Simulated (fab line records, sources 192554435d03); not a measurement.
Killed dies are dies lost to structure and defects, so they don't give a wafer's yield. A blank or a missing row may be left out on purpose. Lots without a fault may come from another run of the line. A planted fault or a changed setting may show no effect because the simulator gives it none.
fab line records | flow n5_finfet
record lots=6 wafers=18 last_day=16
route steps=1938 shown BEOL_M14@1725 PASSIVATION@1936
lots that met no fault: from a run of the same line without faults
start_h: hours from the record's first day to the start of the lot's first wafer shown | wait_h: hours since the lot's step before | " the same as in the row above | L1.1+2: a row that stands for several wafers | - no value, or no start given | * or withheld: withheld | < > ~ a bound
route shown NAME@n: a module of which the file shows steps, and the number in the route of the first | usual: mean/standard deviation of fault-free wafers | same: alike in all rows | chamber/n: place in a boat | sites: the reading at each site | _std_site: their standard deviation | _edge_site: outer sites' mean less inner sites' | radius_mm: how far each site lies from the wafer's centre | mask NAME#n: copy n | behind: the tool/chamber that last shaped the wafer | hold: why the lot was held/for how many hours/how that ended | device: the transistor (n, p or np) that didn't switch | end of line: the same wafers' tests at the end of the route | a step without rows: its recipe alone | killed: dies lost to structure and defects at the first sort, not the wafer's yield | map: a wafer's dies, x killed, . not, _ none there
set.NAME: the setting as run; set.NAME@STEP: as run at that earlier step | model.NAME: the simulator's own value behind a step, which no gauge read
lots at some steps of the route; a table a step, a row a wafer
services: from which hour (start_h, from the record's first day; less than 0 if before it) a tool's chamber was out of use, for how many hours, and why
## steps
# step N5_BEOL_M14_HARDBAKE_14
# recipe temp_c=130 time_s=120
# step N5_BEOL_M14_CD_MEAS_10
# recipe target_cd_nm=250 landing_energy_ev=500 detector=se_inlens polarity=opening
# usual cd_nm=249.7/1.7
# columns lot.wafer tool chamber start_h wait_h cd_nm
L355.1 cd_sem-02 0 246.19 - 249.9
L355.3 " 0 " " 249.3
L355.4 " 0 " " 250.5
L359.3 cd_sem-02 0 277.75 - 249.7
L359.5 " 0 " " 249.2
L359.6 " 0 " " 247.9
L370.4 cd_sem-02 0 338.63 - 252.3
L370.5 " 0 " " 251.4
L370.6 " 0 " " 250.6
L371.3 cd_sem-02 0 344.12 - 249.3
L371.4 " 0 " " 249.5
L371.6 " 0 " " 248.3
L373.1 cd_sem-01 0 357.07 - 246.6
L373.4 " 0 " " 249.1
L373.5 " 0 " " 248.0
L374.2 cd_sem-01 0 368.95 - 251.8
L374.3 " 0 " " 249.9
L374.6 " 0 " " 248.0
# step N5_BEOL_M14_OVL_MEAS_11
# recipe points_per_wafer=44
# usual V13_OVL=3/5
# columns lot.wafer tool chamber start_h wait_h V13_OVL[nm]
L355.1 overlay-02 0 246.22 0.0 -1
L355.3 " 0 " " -2
L355.4 " 0 " " -5
L359.3 overlay-02 0 277.78 0.0 -5
L359.5 " 0 " " -3
L359.6 " 0 " " 4
L370.4 overlay-01 0 338.65 0.0 14
L370.5 " 0 " " 2
L370.6 " 0 " " 13
L371.3 overlay-02 0 344.15 0.0 6
L371.4 " 0 " " 7
L371.6 " 0 " " 7
L373.1 overlay-02 0 357.10 0.0 12
L373.4 " 0 " " 5
L373.5 " 0 " " 5
L374.2 overlay-02 0 368.98 0.0 2
L374.3 " 0 " " 1
L374.6 " 0 " " 3
# step N5_BEOL_M14_INSPECT_12
# recipe mode=adi inspect_instrument=macro
# usual raw_defect_count=2.0/1.6
# columns lot.wafer tool chamber start_h wait_h raw_defect_count
L355.1 defect_inspect-01 - 246.25 0.0 0
L355.3 " - " " 5
L355.4 " - " " 1
L359.3 defect_inspect-02 - 277.80 0.0 1
L359.5 " - " " 0
L359.6 " - " " 2
L370.4 defect_inspect-01 - 338.68 0.0 0
L370.5 " - " " 1
L370.6 " - " " 1
L371.3 defect_inspect-01 - 344.18 0.0 1
L371.4 " - " " 1
L371.6 " - " " 2
L373.1 defect_inspect-02 - 357.13 0.0 6
L373.4 " - " " 1
L373.5 " - " " 1
L374.2 defect_inspect-02 - 369.00 0.0 0
L374.3 " - " " 2
L374.6 " - " " 0
# step N5_BEOL_M14_DESCUM_15
# recipe chemistry=O2 time_s=7.9 source_power_w=50 bias_power_w=20 pressure_mtorr=20 rf_frequency_hz=2.712e+07 temp_c=40 o2_flow_sccm=225
# usual drypump_motor_current_A=5.51/0.29 oes_product_au=0.78/0.067 rf_vpp_V=242.3/1.4 showerhead_plenum_p_Torr=2.06/0.08 throttle_valve_pct=20.53/0.27
# columns lot.wafer tool chamber start_h wait_h drypump_motor_current_A oes_product_au rf_hours_counter_h rf_vpp_V showerhead_plenum_p_Torr throttle_valve_pct
L355.1 rie_diel-01 2 246.28 0.0 5.94 0.82 104 242.9 2.12 20.76
L355.3 " 0 " " 5.44 0.91 23 242.4 2.07 20.38
L355.4 " 1 " " 5.10 0.81 97 241.4 2.11 20.40
L359.3 rie_diel-01 0 278.36 0.6 5.47 0.89 34 242.9 2.07 20.39
L359.5 " 1 " " 5.10 0.79 - 243.6 2.11 20.43
L359.6 " 0 " " 5.45 0.90 - 241.3 2.07 20.42
L370.4 rie_diel-03 0 338.96 0.3 5.53 0.74 148 242.7 2.19 20.89
L370.5 " 0 " " 5.54 0.75 - 245.2 2.19 20.86
L370.6 " 3 " " 5.78 0.81 - 241.4 2.05 20.56
L371.3 rie_diel-03 0 344.21 0.0 5.56 0.74 150 244.5 2.19 20.89
L371.4 " 1 " " 5.70 0.71 184 241.5 1.99 20.61
L371.6 " 3 " " 5.77 0.80 - 241.9 2.05 20.57
L373.1 rie_diel-03 0 357.16 0.0 5.53 0.74 154 243.8 2.18 20.90
L373.4 " 3 " " 5.78 0.80 90 241.6 2.05 20.57
L373.5 " 3 " " 5.78 0.81 - 241.7 2.05 20.57
L374.2 rie_diel-01 3 369.03 0.0 5.42 0.68 242 243.4 2.06 20.18
L374.3 " 0 " " 5.45 0.84 66 240.7 2.05 20.46
L374.6 " 1 " " 5.10 0.76 - 242.3 2.10 20.48
# step N5_BEOL_M14_ETCH_59
# recipe chemistry=N2/H2 target=BARC target_depth_a=890 overetch_a=267 time_s=67.9 ion_energy_ev=200 pressure_mtorr=30 source_w=840 bias_w=150 n2_flow_sccm=200 h2_flow_sccm=200
# usual bias_w=150.0/0.44 drypump_motor_current_A=5.52/0.28 n2_flow_sccm=200.0/0.6 oes_product_au=0.67/0.056 rf_vpp_V=522.4/2.5 showerhead_plenum_p_Torr=2.49/0.098 throttle_valve_pct=17.92/0.26
# columns lot.wafer tool chamber start_h wait_h bias_w drypump_motor_current_A n2_flow_sccm oes_product_au rf_hours_counter_h rf_vpp_V showerhead_plenum_p_Torr throttle_valve_pct
L355.1 rie_diel-01 2 246.32 0.0 150.4 5.93 201.3 0.69 104 524.0 2.56 18.12
L355.3 " 0 " " 150.0 5.51 199.7 0.77 23 523.0 2.49 17.58
L355.4 " 1 " " 149.0 5.12 199.6 0.69 97 524.0 2.56 17.96
L359.3 rie_diel-01 0 278.40 0.0 149.9 5.51 199.7 0.76 34 523.1 2.48 17.60
L359.5 " 1 " " 150.1 5.12 199.8 0.68 - 524.3 2.56 17.98
L359.6 " 0 " " 149.9 5.51 198.5 0.75 - 522.4 2.48 17.60
L370.4 rie_diel-03 0 339.00 0.0 149.8 5.57 199.2 0.62 148 526.7 2.65 18.31
L370.5 " 0 " " 149.8 5.60 199.0 0.63 - 527.5 2.65 18.31
L370.6 " 3 " " 149.4 5.80 200.0 0.70 - 519.8 2.46 17.77
L371.3 rie_diel-03 0 344.24 0.0 149.5 5.58 199.8 0.64 150 526.7 2.65 18.33
L371.4 " 1 " " 150.4 5.74 199.6 0.62 184 520.4 2.40 17.99
L371.6 " 3 " " 149.5 5.77 200.8 0.69 - 521.6 2.46 17.77
L373.1 rie_diel-03 0 357.20 0.0 150.2 5.60 199.5 0.63 154 525.6 2.65 18.34
L373.4 " 3 " " 150.6 5.78 200.2 0.70 90 522.8 2.46 17.78
L373.5 " 3 " " 150.6 5.78 200.6 0.70 - 523.3 2.46 17.78
L374.2 rie_diel-01 3 369.07 0.0 150.5 5.41 199.0 0.58 242 523.1 2.52 17.74
L374.3 " 0 " " 149.9 5.47 199.5 0.72 66 521.6 2.47 17.67
L374.6 " 1 " " 150.1 5.12 200.0 0.66 - 522.7 2.54 18.03
# step N5_BEOL_M14_VIA_ETCH_16
# recipe chemistry=C4F8/O2/Ar target=SiO2 he_inner_torr=15 he_outer_torr=30 target_depth_a=12313 time_s=withheld ion_energy_ev=800 pressure_mtorr=20 source_w=1905 bias_w=2040 Ar_flow_sccm=400 C4F8_flow_sccm=16 O2_flow_sccm=12 ends=cleared
# usual bias_w=2041/5.7 drypump_motor_current_A=5.52/0.29 oes_product_au=0.71/0.063 rf_vpp_V=2216/32 showerhead_plenum_p_Torr=3.38/0.12 throttle_valve_pct=30.99/0.23
# columns lot.wafer tool chamber start_h wait_h bias_w drypump_motor_current_A oes_product_au rf_vpp_V showerhead_plenum_p_Torr throttle_valve_pct
L355.1 rie_diel-01 2 246.37 0.0 2045 5.96 0.74 2184 3.44 30.91
L355.3 " 0 " " 2041 5.47 0.84 2199 3.37 30.77
L355.4 " 1 " " 2040 5.11 0.73 2249 3.49 31.12
L359.3 rie_diel-01 0 278.45 0.0 2040 5.43 0.81 2200 3.37 30.80
L359.5 " 1 " " 2036 5.12 0.73 2248 3.49 31.15
L359.6 " 0 " " 2047 5.45 0.81 2199 3.37 30.79
L370.4 rie_diel-03 0 339.05 0.0 2032 5.54 0.68 2220 3.57 31.30
L370.5 " 0 " " 2034 5.53 0.67 2220 3.57 31.30
L370.6 " 3 " " 2040 5.82 0.74 2187 3.36 30.95
L371.3 rie_diel-03 0 344.29 0.0 2038 5.57 0.67 2221 3.57 31.31
L371.4 " 1 " " 2039 5.71 0.66 2273 3.26 30.89
L371.6 " 3 " " 2041 5.78 0.73 2185 3.36 30.96
L373.1 rie_diel-03 0 357.25 0.0 2048 5.54 0.66 2219 3.56 31.32
L373.4 " 3 " " 2032 5.77 0.73 2187 3.36 30.97
L373.5 " 3 " " 2039 5.78 0.73 2186 3.36 30.96
L374.2 rie_diel-01 3 369.12 0.0 2041 5.43 0.62 2225 3.41 30.63
L374.3 " 0 " " 2036 5.42 0.77 2196 3.35 30.81
L374.6 " 1 " " 2056 5.11 0.70 2246 3.47 31.16
# step N5_BEOL_M14_STRIP_63
# recipe chemistry=O2 power_w=600 temp_c=60 pressure_mtorr=30 rf_frequency_hz=6e+07 bias_power_w=0 overash_fraction=0.3 o2_flow_sccm=225
# usual drypump_motor_current_A=5.51/0.28 oes_product_au=0.78/0.068 rf_vpp_V=3.5/0.86 showerhead_plenum_p_Torr=2.06/0.08 throttle_valve_pct=16.76/0.26
# columns lot.wafer tool chamber start_h wait_h drypump_motor_current_A oes_product_au rf_hours_counter_h rf_vpp_V showerhead_plenum_p_Torr throttle_valve_pct
L355.1 rie_diel-01 2 - - 5.94 0.82 104 3.0 2.13 16.99
L355.3 " 0 " " 5.46 0.90 23 3.3 2.07 16.53
L355.4 " 1 " " 5.12 0.81 97 3.0 2.11 16.61
L359.3 rie_diel-01 0 - - 5.43 0.88 34 3.1 2.07 16.54
L359.5 " 1 " " 5.11 0.79 - 3.9 2.11 16.62
L359.6 " 0 " " 5.45 0.91 - 2.3 2.07 16.53
L370.4 rie_diel-03 0 - - 5.57 0.75 148 3.2 2.19 17.08
L370.5 " 0 " " 5.58 0.74 - 3.5 2.19 17.11
L370.6 " 3 " " 5.78 0.80 - 3.9 2.05 16.80
L371.3 rie_diel-03 0 - - 5.56 0.74 150 3.9 2.19 17.12
L371.4 " 1 " " 5.72 0.70 184 4.8 1.99 16.88
L371.6 " 3 " " 5.78 0.80 - 3.6 2.05 16.77
L373.1 rie_diel-03 0 - - 5.57 0.73 154 3.3 2.19 17.11
L373.4 " 3 " " 5.79 0.80 90 5.7 2.05 16.82
L373.5 " 3 " " 5.81 0.80 - 5.1 2.05 16.82
L374.2 rie_diel-01 3 - - 5.43 0.68 242 3.0 2.07 16.51
L374.3 " 0 " " 5.49 0.82 67 4.1 2.06 16.57
L374.6 " 1 " " 5.11 0.77 - 2.0 2.10 16.68
# step N5_BEOL_M14_STRIP_64
# recipe chemistry=O2 power_w=600 temp_c=60 pressure_mtorr=30 rf_frequency_hz=6e+07 bias_power_w=0 overash_fraction=0.3 o2_flow_sccm=225
# usual drypump_motor_current_A=5.51/0.29 oes_product_au=0.78/0.068 rf_vpp_V=3.7/0.49 showerhead_plenum_p_Torr=2.06/0.08 throttle_valve_pct=16.76/0.26
# columns lot.wafer tool chamber start_h wait_h drypump_motor_current_A oes_product_au rf_hours_counter_h rf_vpp_V showerhead_plenum_p_Torr throttle_valve_pct
L355.1 rie_diel-01 2 - - 5.96 0.81 104 3.6 2.13 16.98
L355.3 " 0 " " 5.44 0.92 23 3.2 2.07 16.53
L355.4 " 1 " " 5.12 0.81 97 4.2 2.11 16.62
L359.3 rie_diel-01 0 - - 5.42 0.90 34 3.5 2.07 16.56
L359.5 " 1 " " 5.10 0.80 - 4.1 2.11 16.63
L359.6 " 0 " " 5.46 0.90 - 3.6 2.07 16.56
L370.4 rie_diel-03 0 - - 5.57 0.73 148 3.4 2.19 17.09
L370.5 " 0 " " 5.56 0.73 - 4.0 2.19 17.10
L370.6 " 3 " " 5.79 0.80 - 3.4 2.05 16.79
L371.3 rie_diel-03 0 - - 5.56 0.74 150 3.7 2.19 17.11
L371.4 " 1 " " 5.65 0.72 184 4.5 1.99 16.86
L371.6 " 3 " " 5.78 0.80 - 3.5 2.05 16.79
L373.1 rie_diel-03 0 - - 5.58 0.74 154 3.8 2.19 17.11
L373.4 " 3 " " 5.76 0.80 90 3.5 2.05 16.80
L373.5 " 3 " " 5.77 0.80 - 4.4 2.05 16.79
L374.2 rie_diel-01 3 - - 5.40 0.69 242 3.6 2.07 16.48
L374.3 " 0 " " 5.45 0.85 67 4.9 2.06 16.61
L374.6 " 1 " " 5.13 0.77 - 3.3 2.10 16.70
# step N5_BEOL_M14_STRIP_71
# recipe chemistry=post_etch_residue_remover time_s=60 temp_c=25 remover_ph=withheld remover_water_wt_pct=withheld remover_fluoride_wt_pct=withheld
# step N5_BEOL_M14_SRD_72
# recipe time_s=30 temp_c=23 rinse_liquid=diw dry=n2_spin spin_rpm=1500 dry_time_s=30
# step N5_BEOL_M14_CD_MEAS_17
# recipe target_cd_nm=250 polarity=opening
# usual cd_nm=250.4/1.8
# columns lot.wafer tool chamber start_h wait_h cd_nm
L355.1 cd_sem-03 - 246.72 0.0 249.1
L355.3 " - " " 251.2
L355.4 " - " " 250.8
L359.3 cd_sem-03 - 278.84 0.0 250.8
L359.5 " - " " 250.1
L359.6 " - " " 248.4
L370.4 cd_sem-02 - 339.44 0.0 251.5
L370.5 " - " " 250.0
L370.6 " - " " 251.0
L371.3 cd_sem-01 - 344.65 0.0 249.5
L371.4 " - " " 250.3
L371.6 " - " " 250.1
L373.1 cd_sem-02 - 357.60 0.0 246.4
L373.4 " - " " 249.1
L373.5 " - " " 249.0
L374.2 cd_sem-03 - 369.77 0.0 253.9
L374.3 " - " " 252.2
L374.6 " - " " 249.7
# step N5_BEOL_M14_COAT_65
# recipe resist=SOC temp_c=250 time_s=60 spin_rpm=1500 resist_thk_nm=450
# usual spin_speed_rpm=1500.0/1.1
# columns lot.wafer tool chamber start_h wait_h spin_speed_rpm model.SOC_of_BEOL_M14_COAT_65.thk_nm
L355.1 litho_track-03 0 246.75 0.0 1501.1 449.8
L355.3 " 0 " " 1500.9 450
L355.4 " 0 " " 1500.6 448.6
L359.3 litho_track-04 0 278.87 0.0 1500.1 451.2
L359.5 " 0 " " 1498.2 451.4
L359.6 " 0 " " 1500.2 450.6
L370.4 litho_track-04 0 339.47 0.0 1466.2 455.8
L370.5 " 0 " " 1465.9 455.6
L370.6 " 0 " " 1466.2 457
L371.3 litho_track-04 0 344.69 0.0 1466.2 459
L371.4 " 0 " " 1466.4 458.2
L371.6 " 0 " " 1466.2 456.6
L373.1 litho_track-03 0 357.63 0.0 1499.4 450.4
L373.4 " 0 " " 1501.1 451
L373.5 " 0 " " 1499.0 451
L374.2 litho_track-05 0 369.81 0.0 1499.9 449.2
L374.3 " 0 " " 1500.9 449.4
L374.6 " 0 " " 1500.7 450.2
# step N5_BEOL_M14_COAT_66
# recipe resist=SiARC temp_c=220 time_s=60 spin_rpm=1500 resist_thk_nm=110
# step N5_PASSIVATION_PROBE_49
# usual defect_limited_yield=91.3/1.3 killed_at_M0_to_M3=36/12 killed_at_M4_up=13/4.6 killed_at_contacts=13/5.4 killed_at_front_end=37/10 killed_at_other=3.6/2.9 killed_dies=102/15 killed_open=67/12 killed_short=33/7.5 sort_bin_4_leakage=0.00/0.023 sort_bin_5_function=5.1/0.93 sort_bin_6_memory=3.2/0.62 sort_n_pass=1078/15 sort_yield_pct=91.3/1.3
# same gross_dies=1180 killed_at_back_side=0 sort_bin_8_speed[%]=0
# columns lot.wafer tool chamber start_h wait_h defect_limited_yield[%] killed_at_M0_to_M3 killed_at_M4_up killed_at_contacts killed_at_front_end killed_at_other killed_dies killed_open killed_short sort_bin_4_leakage[%] sort_bin_5_function[%] sort_bin_6_memory[%] sort_n_pass sort_yield_pct[%]
L359.3 prober-02 - 302.97 0.1 91.5 30 14 15 39 2 100 59 40 0 4.6 3.6 1080 91.5
L359.5 prober-02 - 303.07 0.2 91.7 28 15 9 33 13 98 64 31 0 6.0 1.9 1082 91.7
L359.6 prober-02 - 303.12 0.3 92.1 32 9 3 45 4 93 57 34 0 4.0 3.7 1087 92.1
L370.5 prober-01 - 365.52 0.2 90.8 42 17 10 33 6 108 65 41 0 6.1 2.6 1072 90.8
L371.3 prober-02 - 372.68 0.1 91.0 52 11 12 31 0 106 75 30 0 5.7 3.0 1074 91.0
L373.1 prober-02 - 383.29 0.0 91.8 33 18 4 35 7 97 66 31 0 4.2 3.8 1083 91.8
L373.4 prober-02 - 383.44 0.2 92.0 36 13 5 32 8 94 60 34 0 4.7 3.3 1086 92.0
L373.5 prober-02 - 383.49 0.2 89.2 49 15 6 48 10 128 84 44 0 6.9 3.6 1052 89.2
L374.2 prober-02 - 395.11 0.1 91.9 46 9 13 22 5 95 60 35 0 4.6 3.1 1085 91.9
L374.3 prober-02 - 395.16 0.1 93.2 26 7 9 33 5 80 46 30 0 3.5 2.9 1100 93.2
L374.6 prober-02 - 395.31 0.3 92.3 36 11 11 25 8 91 59 32 0 4.5 2.6 1089 92.3
# killed by level:class
L359.3 MOL_CONTACT_COAG:geometric_particle:open=14 FIN_SAQP:geometric_particle:short=11 BEOL_M0:geometric_particle:open=8 STI_FIN_REVEAL:geometric_particle:open=6 BEOL_M0_SAQP:geometric_particle:open=5 GATE_CUT:geometric_particle:open=5 GATE_CUT:geometric_particle:short=5 BEOL_M2:geometric_particle:open=5
L359.5 FIN_SAQP:geometric_particle:open=12 MOL_CONTACT_COAG:geometric_particle:open=8 BEOL_M3:geometric_particle:short=6 BEOL_M2:geometric_particle:open=5 BEOL_M0_SAQP:geometric_particle:open=4 BEOL_M0_SAQP:geometric_particle:short=4 BEOL_M4:geometric_particle:open=4 BEOL_M8:geometric_particle:open=4
L359.6 STI_FIN_REVEAL:geometric_particle:open=16 BEOL_M1:geometric_particle:open=8 STI_FIN_REVEAL:geometric_particle:short=6 FIN_SAQP:geometric_particle:short=5 BEOL_M2:geometric_particle:open=5 STARTING-WAFER:geometric_particle:open=5 FIN_SAQP:geometric_particle:open=4 BEOL_M0_SAQP:geometric_particle:open=4
L370.5 BEOL_M0_SAQP:geometric_particle:short=12 MOL_CONTACT_COAG:geometric_particle:open=9 BEOL_M0_SAQP:geometric_particle:open=9 STI_FIN_REVEAL:geometric_particle:open=8 GATE_CUT:geometric_particle:short=6 BEOL_M2:geometric_particle:open=6 GATE_CUT:geometric_particle:open=4 MIM_TOP:geometric_particle:short=4
L371.3 BEOL_M3:geometric_particle:open=15 MOL_CONTACT_COAG:geometric_particle:open=11 BEOL_M2:geometric_particle:open=11 BEOL_M0_SAQP:geometric_particle:open=10 BEOL_M0_SAQP:geometric_particle:short=8 STI_FIN_REVEAL:geometric_particle:open=5 DUMMY_GATE:geometric_particle:open=5 FIN_SAQP:geometric_particle:short=3
L373.1 BEOL_M2:geometric_particle:open=11 BEOL_M4:geometric_particle:open=11 FIN_SAQP:geometric_particle:open=10 BEOL_M0_SAQP:geometric_particle:open=8 FIN_SAQP:geometric_particle:short=6 STI_FIN_REVEAL:geometric_particle:open=6 BEOL_M0_SAQP:geometric_particle:short=6 STARTING-WAFER:geometric_particle:short=5
L373.4 BEOL_M2:geometric_particle:open=11 FIN_SAQP:geometric_particle:open=9 STI_FIN_REVEAL:geometric_particle:open=5 BEOL_M0_SAQP:geometric_particle:short=5 BEOL_M0_SAQP:geometric_particle:open=5 BEOL_M1:geometric_particle:open=5 MOL_CONTACT_COAG:geometric_particle:open=4 BEOL_M2:geometric_particle:short=4
L373.5 BEOL_M0_SAQP:geometric_particle:short=14 FIN_SAQP:geometric_particle:open=13 BEOL_M3:geometric_particle:open=12 FIN_SAQP:geometric_particle:short=10 BEOL_M0_SAQP:geometric_particle:open=9 BEOL_M2:geometric_particle:open=8 BEOL_M4:geometric_particle:open=8 MOL_CONTACT_COAG:geometric_particle:open=6
L374.2 BEOL_M0_SAQP:geometric_particle:open=14 BEOL_M0_SAQP:geometric_particle:short=10 MOL_CONTACT_COAG:geometric_particle:open=9 BEOL_M4:geometric_particle:open=7 BEOL_M1:geometric_particle:open=7 GATE_CUT:geometric_particle:short=6 BEOL_M2:geometric_particle:open=5 BEOL_M3:geometric_particle:open=5
L374.3 BEOL_M0_SAQP:geometric_particle:open=9 MOL_CONTACT_COAG:geometric_particle:open=8 BEOL_M0_SAQP:geometric_particle:short=8 GATE_CUT:geometric_particle:short=7 FIN_SAQP:geometric_particle:open=6 BEOL_M2:geometric_particle:open=4 STARTING-WAFER:geometric_particle:open=4 GATE_CUT:geometric_particle:open=3
L374.6 BEOL_M0_SAQP:geometric_particle:short=11 BEOL_M1:geometric_particle:open=11 MOL_CONTACT_COAG:geometric_particle:open=8 BEOL_M4:geometric_particle:open=6 STI_FIN_REVEAL:geometric_particle:open=5 BEOL_M0_SAQP:geometric_particle:open=5 ILD0:geometric_particle:open=4 GATE_CUT:geometric_particle:short=4
## services
# columns tool chamber start_h hours kind
rie_diel-01 3 237.65 3.0 repair
rie_diel-01 2 253.64 4.9 repair
litho_track-03 - 281.34 - consumable_replace:filter
rie_diel-03 2 367.98 - clean
rie_diel-03 2 367.98 - consumable_replace:focus_ring
rie_diel-03 2 367.98 - consumable_replace:showerhead
rie_diel-03 2 367.98 22.5 scheduled_down
rie_diel-03 2 367.98 22.5 vent_cycle
## key
first_sign step=N5_BEOL_M14_COAT_65 reading=spin_speed_rpm direction=down sigmas=31 usual=* struck=*
effect none on later readings
model_effect step=N5_BEOL_M14_COAT_65 value=SOC_of_BEOL_M14_COAT_65.thk_nm without=451.7 struck=457
met_at N5_BEOL_M14_COAT_65
struck_wafers L370.4,L370.5,L370.6,L371.3,L371.4,L371.6
onset_between 278.87 339.47
fault kind=process_parameter_drift tool=litho_track-04 chamber=- onset_h=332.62 steps=N5_BEOL_M14_COAT_65 channel=spin_rpm offset=* shape=step end_h=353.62 acts_in=* stated=*
